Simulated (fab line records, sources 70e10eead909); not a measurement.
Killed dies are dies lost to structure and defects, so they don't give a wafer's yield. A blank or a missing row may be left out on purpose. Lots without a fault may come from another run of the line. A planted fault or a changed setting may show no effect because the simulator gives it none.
A struck lot beside a sound one | flow nand_harc | 14 steps out of a route of 1159
Sound: wafers L126.2, L126.4, L126.5. Struck: wafer L119.1. (L119.5 of the same lot was not struck and is left out.) The cause comes at the end.
At each step with rows: each side's tool, then ch and its chambers, then its first start. Under that, the readings that differ: sound wafers | struck wafers | difference of the means | sigmas: that difference in standard deviations of wafers without a fault.
alike: readings whose means differ by less than 2 such deviations, and words and numbers that are the same on both sides. not compared: withheld readings, readings that some wafer has no value for, bounds like >300 that may hide the same value, and numbers for which the record gives no deviation and whose values overlap.
The two part at a step that has a row with sigmas, a row that says differs or no value, or rows on one side only. Numbers that don't overlap but have no deviation are shown without sigmas and don't part them. A reading that every wafer of one side lacks parts them only if that side has two wafers or more.

first, 7 steps without rows for these wafers: NHARC_A_CONTACT_COAT_35 (time 65 s); NHARC_A_CONTACT_COAT_36 (resist thk 90 nm); NHARC_A_CONTACT_SOFTBAKE_37 (time 55 s); NHARC_A_CONTACT_EBR_38; NHARC_A_CONTACT_EXPOSE_39 (exposes mask A CC 3); NHARC_A_CONTACT_PEB_40 (peb time 65 s); NHARC_A_CONTACT_DEVELOP_41 (develop time 35 s).
NHARC_A_CONTACT_CD_MEAS_42: target cd 200 nm.
  sound on cd_sem-03 ch 0, day 20 15:51; struck on cd_sem-01 ch 0, day 19 00:09
  alike: cd_nm
NHARC_A_CONTACT_OVL_MEAS_43:
  sound on overlay-01, day 20 15:56; struck on overlay-01, day 19 00:14
  alike: overlay_x_nm, overlay_y_nm
NHARC_A_CONTACT_INSPECT_44:
  sound on defect_inspect-01, day 20 15:58; struck on defect_inspect-02, day 19 00:16
  alike: raw_defect_count
NHARC_A_CONTACT_DESCUM_47: chemistry O2, time 3 s.
  sound on rie_diel-08 ch 2,3, day 20 16:02; struck on rie_diel-13 ch 0, day 19 00:20
  reading                | sound                | struck | difference | sigmas
  throttle_valve_pct (%) | 11.307 11.303 11.303 | 11.326 | +0.022     | +2
  alike: drypump_motor_current_A, o2_flow_sccm, oes_product_au, rf_vpp_V, showerhead_plenum_p_Torr
  not compared: rf_hours_counter_h
NHARC_A_CONTACT_ETCH_48: etches the open film in CF4, target depth 39 nm, time 65 s.
  sound on rie_diel-08 ch 0,1,2, day 20 16:08; struck on rie_diel-13 ch 3, day 19 00:26
  reading      | sound             | struck | difference | sigmas
  rf_vpp_V (V) | 154.0 151.3 153.5 | 149.9  | -3.0       | -2
  alike: bias_w, drypump_motor_current_A, oes_product_au, run_length_s, showerhead_plenum_p_Torr, throttle_valve_pct
  not compared: rf_hours_counter_h
NHARC_A_CONTACT_ETCH_49: etches the open film in N2/H2, target depth 260 nm, time 475.3 s.
  sound on rie_diel-08 ch 0,3, day 20 16:14; struck on rie_diel-13 ch 0, day 19 00:37
  reading          | sound             | struck | difference | sigmas
  run_length_s (s) | 496.7 496.8 496.7 | 434.7  | -62.0      | -99 or more
  alike: drypump_motor_current_A, oes_product_au, rf_vpp_V, showerhead_plenum_p_Torr, throttle_valve_pct
  not compared: bias_w, rf_hours_counter_h
NHARC_A_CONTACT_ETCH_50: etches the open film in CF4/CHF3, target depth 84.7 nm, time 42.4 s.
  sound on rie_diel-08 ch 0,1,3; struck on rie_diel-13 ch 1
  alike: bias_w, drypump_motor_current_A, oes_product_au, rf_vpp_V, run_length_s, showerhead_plenum_p_Torr, throttle_valve_pct
  not compared: rf_hours_counter_h

WHERE THEY PART
First at NHARC_A_CONTACT_DESCUM_47; last, within this record, at NHARC_A_CONTACT_ETCH_49. Later steps at which nothing parts them and some readings are alike: NHARC_A_CONTACT_ETCH_50.

WHY: what the simulator had put in
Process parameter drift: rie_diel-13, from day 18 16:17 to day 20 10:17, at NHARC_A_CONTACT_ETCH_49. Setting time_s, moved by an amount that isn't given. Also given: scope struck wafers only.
